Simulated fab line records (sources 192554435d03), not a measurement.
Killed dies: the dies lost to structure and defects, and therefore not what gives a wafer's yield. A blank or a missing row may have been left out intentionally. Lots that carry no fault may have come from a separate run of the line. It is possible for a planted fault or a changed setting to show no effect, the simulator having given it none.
Matching of chambers | flow n5_finfet | N5_SDB_CMP_30 on cmp-03 has 4 sister chambers
The step polishes, stops on poly-Si, t overpolish 1.54 s, target thk 30 nm. 16 wafers are shown with their chamber, then 8 later ones without.

== WAFERS PAIRED WITH THEIR CHAMBERS ==
wafer  | chamber | motor_current_A (A) | time_to_endpoint_s (s) | overpolish_run_s (s)
L076.1 | 2       | 11.6                | 12.9                   | 1.554
L076.3 | 0       | 13.0                | 16.1                   | 1.553
L076.5 | 3       | 12.6                | 18.1                   | 1.537
L077.1 | 3       | 12.7                | 16.8                   | 1.533
L077.2 | 0       | 12.9                | 17.5                   | 1.544
L077.3 | 1       | 12.8                | 14.0                   | 1.540
L079.3 | 3       | 11.8                | 16.5                   | 1.539
L079.5 | 0       | 13.3                | 14.7                   | 1.532
L079.6 | 1       | 12.9                | 13.4                   | 1.534
L080.3 | 1       | 13.5                | 11.6                   | 1.532
L080.4 | 0       | 13.3                | 13.7                   | 1.541
L080.6 | 3       | 12.3                | 14.2                   | 1.545
L083.2 | 2       | 11.7                | 13.3                   | 1.541
L083.5 | 2       | 11.9                | 15.0                   | 1.551
L083.6 | 1       | 13.4                | 14.1                   | 1.546
L084.1 | 3       | 12.4                | 19.0                   | 1.538

SIGNATURES, as means of the wafers listed above
reading            | chamber 0 | chamber 1 | chamber 2 | chamber 3 | scatter within a chamber
motor_current_A    | 13.125    | 13.150    | 11.733    | 12.360    | 0.294
time_to_endpoint_s | 15.500    | 13.275    | 13.733    | 16.920    | 1.53
overpolish_run_s   | 1.54250   | 1.53800   | 1.54867   | 1.53840   | 0.00654
Rule: for a wafer and a chamber, the distance is found by dividing, reading by reading, the gap between the wafer's reading and the chamber's mean by the reading's scatter, squaring, summing and taking the root. The wafer belongs to the nearest chamber; if the next one is less than 2 further off, it can't be placed. The scatter is the square root of a quotient: the sum, over the shown wafers, of each reading's squared deviation from its chamber's mean, divided by wafers minus chambers.

== WAFERS WITH NO CHAMBER GIVEN ==
wafer  | motor_current_A (A) | time_to_endpoint_s (s) | overpolish_run_s (s)
L084.3 | 12.3                | 11.9                   | 1.548
L084.5 | 13.0                | 15.0                   | 1.543
L088.2 | 12.9                | 13.9                   | 1.538
L088.5 | 12.4                | 14.3                   | 1.533
L088.6 | 12.9                | 16.4                   | 1.542
L095.1 | 13.3                | 14.8                   | 1.549
L095.3 | 12.4                | 11.6                   | 1.533
L095.4 | 12.6                | 14.0                   | 1.545

== EACH ONE'S CHAMBER ==
wafer  | from the rows above               | in truth
L084.3 | can't be placed: 2 or 1 or 3 or 0 | 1
L084.5 | can't be placed: 0 or 1           | 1
L088.2 | can't be placed: 1 or 0 or 3      | 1
L088.5 | can't be placed: 3 or 1 or 0 or 2 | 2
L088.6 | can't be placed: 0 or 3 or 1      | 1
L095.1 | can't be placed: 0 or 1           | 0
L095.3 | can't be placed: 1 or 3 or 2 or 0 | 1
L095.4 | can't be placed: 0 or 1 or 3 or 2 | 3
Correct placement for 0 of the 8. Unplaceable from these rows: 8, with the true chamber sitting among the candidates in 8. 0 placed wrongly.
